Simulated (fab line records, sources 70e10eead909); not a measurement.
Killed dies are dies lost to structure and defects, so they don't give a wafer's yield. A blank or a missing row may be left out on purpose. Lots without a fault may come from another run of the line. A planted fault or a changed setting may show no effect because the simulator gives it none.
Chamber matching | flow nand_harc | NHARC_P_ZERO_WELL_ETCH_63 on rie_si-04: 4 sister chambers
The step etches the open film in HBr/Cl2, target depth 120 nm, time 40.1 s. 16 wafers are shown with their chamber, then 8 later ones without.

WAFERS WITH THEIR CHAMBER
wafer  | chamber | drypump_motor_current_A (A) | oes_product_au (a.u.) | throttle_valve_pct (%)
L075.1 | 2       | 5.2                         | 0.986                 | 26.414
L075.2 | 3       | 6.5                         | 1.002                 | 26.401
L075.5 | 3       | 6.5                         | 0.989                 | 26.397
L077.1 | 0       | 5.3                         | 1.006                 | 26.412
L077.4 | 2       | 5.2                         | 1.002                 | 26.404
L077.5 | 2       | 5.1                         | 1.000                 | 26.403
L079.2 | 2       | 5.1                         | 1.005                 | 26.412
L079.5 | 2       | 5.2                         | 1.008                 | 26.396
L079.6 | 3       | 6.5                         | 1.012                 | 26.424
L081.1 | 3       | 6.5                         | 1.000                 | 26.409
L081.2 | 0       | 5.3                         | 1.008                 | 26.409
L081.4 | 2       | 5.2                         | 1.007                 | 26.405
L087.1 | 3       | 6.5                         | 1.002                 | 26.394
L087.3 | 1       | 5.1                         | 1.024                 | 26.403
L087.5 | 0       | 5.3                         | 1.007                 | 26.407
L088.1 | 3       | 6.5                         | 1.006                 | 26.402

SIGNATURES (means of the wafers above)
reading                 | chamber 0 | chamber 1 | chamber 2 | chamber 3 | scatter within a chamber
drypump_motor_current_A | 5.300     | 5.100     | 5.167     | 6.500     | 0.0333
oes_product_au          | 1.00700   | 1.02400   | 1.00133   | 1.00183   | 0.00718
throttle_valve_pct      | 26.40933  | 26.40300  | 26.40567  | 26.40450  | 0.00822
Rule: a wafer's distance from a chamber is the root of the sum, over the readings, of the square of ((its reading less the chamber's mean) divided by the reading's scatter). The wafer belongs to the nearest chamber; if the next one is less than 2 further off, it can't be placed. The scatter: the root of (the sum of the squares of (reading less its chamber's mean) over the shown wafers, divided by (wafers less chambers)).

WAFERS WITHOUT THEIR CHAMBER
wafer  | drypump_motor_current_A (A) | oes_product_au (a.u.) | throttle_valve_pct (%)
L088.3 | 5.1                         | 1.016                 | 26.406
L088.6 | 5.1                         | 1.008                 | 26.404
L092.3 | 6.5                         | 1.006                 | 26.382
L092.4 | 5.2                         | 0.999                 | 26.398
L092.6 | 5.1                         | 1.001                 | 26.418
L097.2 | 5.1                         | 1.003                 | 26.421
L097.4 | 6.5                         | 1.008                 | 26.410
L097.5 | 5.3                         | 1.000                 | 26.403

WHICH CHAMBER EACH WENT THROUGH
wafer  | from the rows above     | in truth
L088.3 | can't be placed: 1 or 2 | 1
L088.6 | can't be placed: 2 or 1 | 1
L092.3 | 3                       | 3
L092.4 | 2                       | 2
L092.6 | can't be placed: 2 or 1 | 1
L097.2 | can't be placed: 2 or 1 | 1
L097.4 | 3                       | 3
L097.5 | 0                       | 0
Placed correctly: 4 of 8. Can't be placed from these rows: 4 (the true chamber is among the candidates in 4). Placed wrongly: 0.
